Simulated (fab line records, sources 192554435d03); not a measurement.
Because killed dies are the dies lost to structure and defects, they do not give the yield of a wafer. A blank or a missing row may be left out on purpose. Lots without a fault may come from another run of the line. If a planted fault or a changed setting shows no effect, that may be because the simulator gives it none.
Lot-split experiment ; flow n5_finfet ; 21 wafers read from 7 lots, route of 1938 steps

SPLIT DETAILS
At N5_BEOL_M5_COAT_22 (resist thk 30 nm), the setting spin_rpm was moved away from the recipe's 1500 rpm on 8 of the 21 wafers read, by -10.4% to +10.2%. The other wafers ran this setting at the recipe's value.

FROM THE SPLIT TO THE READING: what the file shows between them, 2 steps
- N5_BEOL_M5_EBR_24
- N5_BEOL_M5_SOFTBAKE_23: time 60 s

THE READING
CAR-EUV_of_BEOL_M5_COAT_22.thk_nm (the simulator's own value, which no gauge read), in nm, at N5_BEOL_M5_DESCUM_33 (chemistry O2, time 7 s). The file does not state a usual value for it. The 13 wafers here that ran the recipe average 26.1 nm, standard deviation 0.097 nm.

wafer;tool, chamber at the split;spin_rpm as run, rpm;against the recipe;CAR-EUV_of_BEOL_M5_COAT_22.thk_nm, nm;against lot-mates on the recipe
L078.3;litho_track-03, 0;1653;+10.2%;24.8;-1.4
L078.6;litho_track-03, 0;1653;+10.2%;24.8;-1.4
L078.4;litho_track-03, 0;1500;recipe;26.2;-
L079.1;litho_track-04, 0;1500;recipe;26;-
L079.3;litho_track-04, 0;1551;+3.4%;25.6;-0.5
L079.5;litho_track-04, 0;1500;recipe;26.2;-
L083.2;litho_track-02, 0;1371;-8.6%;27.6;+1.4
L083.5;litho_track-02, 0;1371;-8.6%;27.6;+1.4
L083.6;litho_track-02, 0;1500;recipe;26.2;-
L084.2;litho_track-03, 0;1344;-10.4%;27.8;+1.6
L084.4;litho_track-03, 0;1344;-10.4%;27.8;+1.6
L084.3;litho_track-03, 0;1500;recipe;26.2;-
L085.1;litho_track-03, 0;1500;recipe;26.2;-
L085.5;litho_track-03, 0;1500;recipe;26.2;-
L085.6;litho_track-03, 0;1500;recipe;26.2;-
L088.1;litho_track-04, 0;1639;+9.3%;24.8;-1.2
L088.3;litho_track-04, 0;1500;recipe;26;-
L088.5;litho_track-04, 0;1500;recipe;26;-
L087.1;litho_track-03, 0;1500;recipe;26;-
L087.3;litho_track-03, 0;1500;recipe;26;-
L087.2;litho_track-03, 0;1500;recipe;26.2;-

FIT RESULTS
A straight line over all 21 wafers: CAR-EUV_of_BEOL_M5_COAT_22.thk_nm changes by -0.151 nm for each +1% of spin_rpm; r = -0.99; the points scatter about the line by 0.12 nm.
The same after taking each lot's own level away (the mean of its wafers on the recipe; 21 wafers): -0.147 nm for each +1%; r = -1.00; scatter 0.076 nm.
The reading moves by 1.5 nm for the largest change in spin_rpm, on that fit.
The span of the lots' own levels, 26.00 to 26.20 nm, comes to 2.1 times the standard deviation stated above.
Hence the lot-to-lot level has little effect on the slope; both slopes agree.
Check: +1.56 nm against its lot-mates is what the line predicts for one of the wafers moved furthest among these (-10.4%) when that wafer is left out of the fit. Against them it came out at +1.6 nm.

THE WHOLE CHAIN: every reading that the file lists as answering this split, in the file's order
step;what it does;reading;change (the file's fit);r (the file's)
N5_BEOL_M5_COAT_22;resist thk 30 nm;CAR-EUV_of_BEOL_M5_COAT_22.thk_nm (the simulator's own value, which no gauge read);-0.149 nm for each +1% of the setting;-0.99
N5_BEOL_M5_DESCUM_33;chemistry O2, time 7 s;CAR-EUV_of_BEOL_M5_COAT_22.thk_nm (the simulator's own value, which no gauge read);-0.145 nm for each +1% of the setting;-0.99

THE FILE'S OWN FIT
CAR-EUV_of_BEOL_M5_COAT_22.thk_nm changes by -0.145 nm for each +1% of spin_rpm, r = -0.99.
